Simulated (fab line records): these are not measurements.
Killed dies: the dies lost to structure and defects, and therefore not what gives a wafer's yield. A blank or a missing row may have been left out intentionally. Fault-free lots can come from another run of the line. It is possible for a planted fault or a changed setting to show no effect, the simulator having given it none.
What tool caused it? / flow nandHarc / 6 lots with 16 wafers sampled at 3 steps, on a route of 1302 steps

WHAT THE GAUGES SHOWED, per wafer
NHARC_A_ONON_D1_THK_MEAS_21: measures by ellipsometry.
lot=L277; measured=day 8 20:01; on=filmMetro-02; thkNm (nm)=990 989 991
lot=L279; measured=day 9 19:29; on=filmMetro-01; thkNm (nm)=987 988 990
lot=L283; measured=day 11 12:55; on=filmMetro-02; thkNm (nm)=995 993 994
lot=L290; measured=day 14 15:45; on=filmMetro-01; thkNm (nm)=1003 1437
lot=L292; measured=day 15 09:15; on=filmMetro-02; thkNm (nm)=1441 1444
lot=L297; measured=day 17 11:51; on=filmMetro-02; thkNm (nm)=994 995 993

WHAT TOOL EACH LOT RAN ON (gives the tool, then ch and the chambers of the sampled wafers, and finally the start)
lot=L277; NHARC_P_BONDPAD_CMP_19=cmp-01 ch 0,2, day 7 06:58; NHARC_A_ONON_D1_DEP_19=pecvdOnon-04 ch 0, day 8 19:31
lot=L279; NHARC_P_BONDPAD_CMP_19=cmp-03 ch 0,1, day 8 07:27; NHARC_A_ONON_D1_DEP_19=pecvdOnon-04 ch 0, day 9 18:58
lot=L283; NHARC_P_BONDPAD_CMP_19=cmp-03 ch 0,2, day 10 01:36; NHARC_A_ONON_D1_DEP_19=pecvdOnon-04 ch 0, day 11 12:24
lot=L290; NHARC_P_BONDPAD_CMP_19=cmp-03 ch 0,3, day 13 03:15; NHARC_A_ONON_D1_DEP_19=pecvdOnon-01 ch 0, day 14 15:14
lot=L292; NHARC_P_BONDPAD_CMP_19=cmp-01 ch 1,2, day 13 21:11; NHARC_A_ONON_D1_DEP_19=pecvdOnon-01 ch 0, day 15 08:52
lot=L297; NHARC_P_BONDPAD_CMP_19=cmp-01 ch 0,2,3, day 15 23:10; NHARC_A_ONON_D1_DEP_19=pecvdOnon-04 ch 0, day 17 11:21
- NHARC_P_BONDPAD_CMP_19: polishes, t overpolish 30 s, cu recess touch 16 s, target thk 160.81 nm.
- NHARC_A_ONON_D1_DEP_19: target thk 1000 nm.

THE ANSWER, worked out from the rows above alone
Rule: the usual values come from the lots themselves. Put in order of their means at a reading, lots are off if they are a third of the lots or fewer, leave a main group of 4 or more, and stand apart from it by a gap of 3 or more times the standard deviation of the main group's means; of several such gaps the widest counts. A main group whose means are all the same, to the digits that the tables above print for the reading, isn't used. A lot without any number at a reading at which 4 lots or more have one is off too. All remaining lots with rows at the step are treated as sound.
Off, at NHARC_A_ONON_D1_THK_MEAS_21 on thkNm: L290, L292. For the main group the mean is 992 nm and the standard deviation 2.5.
If a tool, at a process step before that reading, ran all the lots that are off and no sound lot after the first of them, it fits. The gauges at NHARC_A_ONON_D1_THK_MEAS_21 are tried like those tools. One fits: NHARC_A_ONON_D1_DEP_19 on pecvdOnon-01. It ran no sound lot before its first lot that is off in this sample, so the start can't be narrowed down.

WHAT WAS PUT IN BY THE SIMULATOR
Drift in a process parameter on pecvdOnon-01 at NHARC_A_ONON_D1_DEP_19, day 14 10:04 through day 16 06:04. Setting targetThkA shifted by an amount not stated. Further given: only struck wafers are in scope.
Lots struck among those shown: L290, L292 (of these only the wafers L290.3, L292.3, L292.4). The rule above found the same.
